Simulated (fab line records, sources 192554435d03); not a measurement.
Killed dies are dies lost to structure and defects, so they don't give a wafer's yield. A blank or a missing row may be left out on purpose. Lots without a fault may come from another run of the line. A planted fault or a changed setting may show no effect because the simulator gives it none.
Chamber matching | flow n5_finfet | N5_GATE_CUT_STRIP_59 on rie_diel-03: 4 sister chambers
The step strips in N2/H2, time 20 s. 16 wafers are shown with their chamber, then 8 later ones without.

WAFERS WITH THEIR CHAMBER
wafer  | chamber | showerhead_plenum_p_Torr (Torr) | throttle_valve_pct (%) | oes_product_au (a.u.)
L074.2 | 1       | 3.51                            | 12.54                  | 0.76
L074.3 | 0       | 3.39                            | 11.91                  | 0.81
L074.6 | 1       | 3.51                            | 12.54                  | 0.75
L076.2 | 2       | 3.40                            | 12.10                  | 0.77
L076.5 | 1       | 3.51                            | 12.52                  | 0.76
L076.6 | 0       | 3.39                            | 11.92                  | 0.81
L077.1 | 3       | 3.46                            | 12.32                  | 0.68
L077.5 | 2       | 3.40                            | 12.09                  | 0.77
L077.6 | 3       | 3.46                            | 12.33                  | 0.68
L081.2 | 3       | 3.45                            | 11.73                  | 0.98
L081.4 | 0       | 3.38                            | 11.94                  | 0.80
L081.5 | 2       | 3.40                            | 12.12                  | 0.76
L084.2 | 0       | 3.38                            | 11.94                  | 0.79
L084.4 | 2       | 3.39                            | 12.13                  | 0.75
L084.6 | 3       | 3.45                            | 11.75                  | 0.95
L089.1 | 2       | 3.39                            | 12.14                  | 0.75

SIGNATURES (means of the wafers above)
reading                  | chamber 0 | chamber 1 | chamber 2 | chamber 3 | scatter within a chamber
showerhead_plenum_p_Torr | 3.3850    | 3.5100    | 3.3960    | 3.4550    | 0.00516
throttle_valve_pct       | 11.9275   | 12.5333   | 12.1160   | 12.0325   | 0.17
oes_product_au           | 0.8025    | 0.7567    | 0.7600    | 0.8225    | 0.0829
Rule: a wafer's distance from a chamber is the root of the sum, over the readings, of the square of ((its reading less the chamber's mean) divided by the reading's scatter). The wafer belongs to the nearest chamber; if the next one is less than 2 further off, it can't be placed. The scatter: the root of (the sum of the squares of (reading less its chamber's mean) over the shown wafers, divided by (wafers less chambers)).

WAFERS WITHOUT THEIR CHAMBER
wafer  | showerhead_plenum_p_Torr (Torr) | throttle_valve_pct (%) | oes_product_au (a.u.)
L089.2 | 3.50                            | 12.59                  | 0.73
L089.3 | 3.44                            | 11.77                  | 0.91
L093.1 | 3.44                            | 11.80                  | 0.88
L093.5 | 3.49                            | 12.61                  | 0.72
L093.6 | 3.39                            | 12.16                  | 0.73
L096.1 | 3.37                            | 12.01                  | 0.77
L096.3 | 3.44                            | 11.80                  | 0.88
L096.5 | 3.49                            | 12.63                  | 0.72

WHICH CHAMBER EACH WENT THROUGH
wafer  | from the rows above     | in truth
L089.2 | 1                       | 1
L089.3 | 3                       | 3
L093.1 | 3                       | 3
L093.5 | 1                       | 1
L093.6 | can't be placed: 2 or 0 | 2
L096.1 | 0                       | 0
L096.3 | 3                       | 3
L096.5 | 1                       | 1
Placed correctly: 7 of 8. Can't be placed from these rows: 1 (the true chamber is among the candidates in 1). Placed wrongly: 0.
